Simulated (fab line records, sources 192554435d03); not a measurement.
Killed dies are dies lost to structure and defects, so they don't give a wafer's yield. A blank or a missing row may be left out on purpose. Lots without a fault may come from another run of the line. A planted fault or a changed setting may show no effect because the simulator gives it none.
Chamber matching | flow n5_finfet | N5_BEOL_M7_ETCH_62 on rie_diel-06: 3 sister chambers
The step etches SOC in N2/H2, target depth 110 nm, overetch 22 nm, time 165 s. 20 wafers are shown with their chamber, then 5 later ones without.

WAFERS WITH THEIR CHAMBER
wafer  | chamber | drypump_motor_current_A (A) | throttle_valve_pct (%) | showerhead_plenum_p_Torr (Torr)
L074.1 | 3       | 5.3                         | 18.3                   | 2.43
L074.3 | 2       | 4.8                         | 17.5                   | 2.61
L074.5 | 2       | 4.8                         | 17.5                   | 2.61
L075.3 | 0       | 5.4                         | 18.1                   | 2.48
L075.4 | 2       | 4.8                         | 17.5                   | 2.61
L075.6 | 3       | 5.3                         | 18.3                   | 2.43
L082.2 | 0       | 5.4                         | 18.1                   | 2.47
L082.4 | 0       | 5.4                         | 18.1                   | 2.47
L082.6 | 2       | 4.8                         | 17.5                   | 2.60
L084.1 | 3       | 5.3                         | 18.3                   | 2.42
L084.3 | 0       | 5.3                         | 18.1                   | 2.47
L084.4 | 3       | 5.3                         | 18.3                   | 2.42
L088.2 | 2       | 4.8                         | 17.6                   | 2.60
L088.3 | 3       | 5.3                         | 18.3                   | 2.42
L088.5 | 3       | 5.3                         | 18.3                   | 2.42
L086.1 | 2       | 4.8                         | 17.6                   | 2.60
L086.2 | 0       | 5.4                         | 18.1                   | 2.47
L086.5 | 2       | 4.8                         | 17.6                   | 2.60
L091.2 | 3       | 5.3                         | 18.3                   | 2.42
L091.4 | 0       | 5.4                         | 18.1                   | 2.46

SIGNATURES (means of the wafers above)
reading                  | chamber 0 | chamber 2 | chamber 3 | scatter within a chamber
drypump_motor_current_A  | 5.383     | 4.800     | 5.300     | 0.0221
throttle_valve_pct       | 18.100    | 17.543    | 18.300    | 0.0318
showerhead_plenum_p_Torr | 2.4700    | 2.6043    | 2.4229    | 0.0055
Rule: a wafer's distance from a chamber is the root of the sum, over the readings, of the square of ((its reading less the chamber's mean) divided by the reading's scatter). The wafer belongs to the nearest chamber; if the next one is less than 2 further off, it can't be placed. The scatter: the root of (the sum of the squares of (reading less its chamber's mean) over the shown wafers, divided by (wafers less chambers)).

WAFERS WITHOUT THEIR CHAMBER
wafer  | drypump_motor_current_A (A) | throttle_valve_pct (%) | showerhead_plenum_p_Torr (Torr)
L090.5 | 4.8                         | 17.6                   | 2.59
L090.6 | 5.3                         | 18.3                   | 2.42
L093.4 | 5.3                         | 18.3                   | 2.41
L093.5 | 5.3                         | 18.1                   | 2.46
L094.6 | 5.3                         | 18.1                   | 2.46

WHICH CHAMBER EACH WENT THROUGH
wafer  | from the rows above | in truth
L090.5 | 2                   | 2
L090.6 | 3                   | 3
L093.4 | 3                   | 3
L093.5 | 0                   | 0
L094.6 | 0                   | 0
Placed correctly: 5 of 5. Can't be placed from these rows: 0. Placed wrongly: 0.
